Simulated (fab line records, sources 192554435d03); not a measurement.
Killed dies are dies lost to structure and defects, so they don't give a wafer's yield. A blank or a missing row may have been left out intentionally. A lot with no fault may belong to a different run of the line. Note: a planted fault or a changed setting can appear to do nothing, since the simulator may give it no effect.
Matching of chambers | flow n5-finfet | N5_BEOL_M7_CVD_78 on cvd-co-02: 3 sister chambers
The step deposits Co from CCTBA/H2, target thk 2 nm, time 142.3 s. 3 wafers are shown with their chamber, then 7 later ones without.

== EACH WAFER AND ITS CHAMBER ==
wafer  | chamber | run-length-s (s)
L686.1 | 2       | 164.5
L690.2 | 1       | 165.5
L690.5 | 0       | 164.5

== WAFERS WHOSE CHAMBER IS MISSING ==
wafer  | run-length-s (s)
L690.6 | 165.1
L700.1 | 165.2
L700.2 | 164.4
L700.3 | 165.1
L702.1 | 164.6
L702.3 | 165.2
L702.6 | 165.2

== THE CHAMBER EACH PASSED THROUGH ==
wafer  | from the rows above          | in truth
L690.6 | can't be placed: 1 or 0 or 2 | 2
L700.1 | can't be placed: 1 or 0 or 2 | 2
L700.2 | can't be placed: 0 or 2      | 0
L700.3 | can't be placed: 1 or 0 or 2 | 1
L702.1 | can't be placed: 0 or 2      | 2
L702.3 | can't be placed: 1 or 0 or 2 | 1
L702.6 | can't be placed: 1 or 0 or 2 | 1
Correctly placed: 0 of 7. Unplaceable from these rows: 7, with the true chamber sitting among the candidates in 7. 0 placed wrongly.
How it was worked out, from the rows above alone: a wafer's distance from a chamber is the root of the sum, over the readings, of the square of ((its reading less the chamber's mean) divided by the reading's scatter). The wafer belongs to the nearest chamber; if the next one is less than 2 further off, it can't be placed. For every chamber, the mean is computed from those of its wafers that are shown. The scatter (one wafer shown for each chamber): square how far every hidden wafer sits from the nearest shown wafer, average those squares and take the square root.
